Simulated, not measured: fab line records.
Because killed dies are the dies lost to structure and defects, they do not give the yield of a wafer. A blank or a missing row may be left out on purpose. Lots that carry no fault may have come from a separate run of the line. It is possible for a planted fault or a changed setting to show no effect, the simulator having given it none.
Code-filled problem report in 8D (eight disciplines) form ; flow n5_finfet ; the parts of the form that need people (team, actions taken, sign-off) are left out

## 1. THE ISSUE
At N5_BEOL_M2_TRENCH_ETCH_37, bias_w averages 166.7 W over 6 wafers from 2 lots, while fault-free wafers read 185.0 W, standard deviation 0.57. That is -32 standard deviations from the usual mean.
The step: etches SiOC in C4F6/O2, target depth 55.555 nm, time 29.2 s.
First seen on wafer L860.1, day 10 12:07, on rie_diel-03. The record holds 24 wafers of 8 lots with a number at this step. Rule for "out", or "out of limits": more than 4 standard deviations from the usual mean. Any other wafer with a number is counted as sound.

## 2. WHAT THIS IS AND IS NOT
question;is;is not
which readings at this step;bias_w, rf_vpp_V;drypump_motor_current_A, oes_product_au, rf_fwd_power_W, showerhead_plenum_p_Torr, throttle_valve_pct
which lots;L860, L863;L845, L849, L858, L865, L867, L868
which wafers of those lots;all that have a number;-
read on which tools;rie_diel-03;rie_diel-01, rie_diel-05
when;from day 10 12:07;"up to then (9 sound wafers); but 9 sound wafers of L865, L867, L868 came after"

## 3. THE SUSPECTS, EACH WITH WHAT RULES IT OUT
Counting: a tool at a process step up to the reading stays a suspect if it ran every lot that is out and no sound lot after the first of them.
- rie_diel-03 at N5_BEOL_M2_ETCH_63 (etches SiARC in CF4, target depth 15.6 nm, time 26 s): ruled out as a lasting fault. Following L860 (day 10 07:32), the first lot on it that is out, the sound lots L867 were run on it.
- rie_diel-03 at N5_BEOL_M2_TRENCH_ETCH_37 (etches SiOC in C4F6/O2, target depth 55.555 nm, time 29.2 s): kept. All lots that are out passed through it, beginning with L860 at day 10 12:07, and no sound lot followed; its final sound lot before that point was L849 at day 7 18:24. On those wafers its own readings are out: bias_w, rf_vpp_V.
Left after counting: rie_diel-03 at N5_BEOL_M2_TRENCH_ETCH_37.

## 4. THE CAUSE (what the simulator had put in)
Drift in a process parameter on rie_diel-03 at N5_BEOL_M2_TRENCH_ETCH_37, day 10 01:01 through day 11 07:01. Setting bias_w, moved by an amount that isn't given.
Only this tool survived the counting.

## 5. THE CHAIN OF EFFECTS, in route order
One row per reading whose mean, taken over the struck wafers that have a number, lies over 3 standard deviations from the usual. Scope: only readings with a usual standard deviation given in the record; hours: median across lots of the time from each lot's start at the first step in this table that gives one to its start at this step; sigmas: change in usual standard deviations.
hours;step;reading;usual;on struck wafers;change;sigmas
0;N5_BEOL_M2_TRENCH_ETCH_37;bias_w;185.0 W;166.7;-18.3;-32
0;N5_BEOL_M2_TRENCH_ETCH_37;rf_vpp_V;663 V;612;-52;-9.4
The process steps in it:
- N5_BEOL_M2_TRENCH_ETCH_37: etches SiOC in C4F6/O2, target depth 55.555 nm, time 29.2 s.
At these later measuring or inspecting steps, every struck wafer for which the step has a row has a number for every such reading, and none has moved that far: N5_BEOL_M4_RC_MEAS_101.

## 6. WHAT WOULD HAVE CAUGHT IT SOONER
The fault began at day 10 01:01; the first out-of-limits reading in this record came at day 10 12:07, 11 hours later.
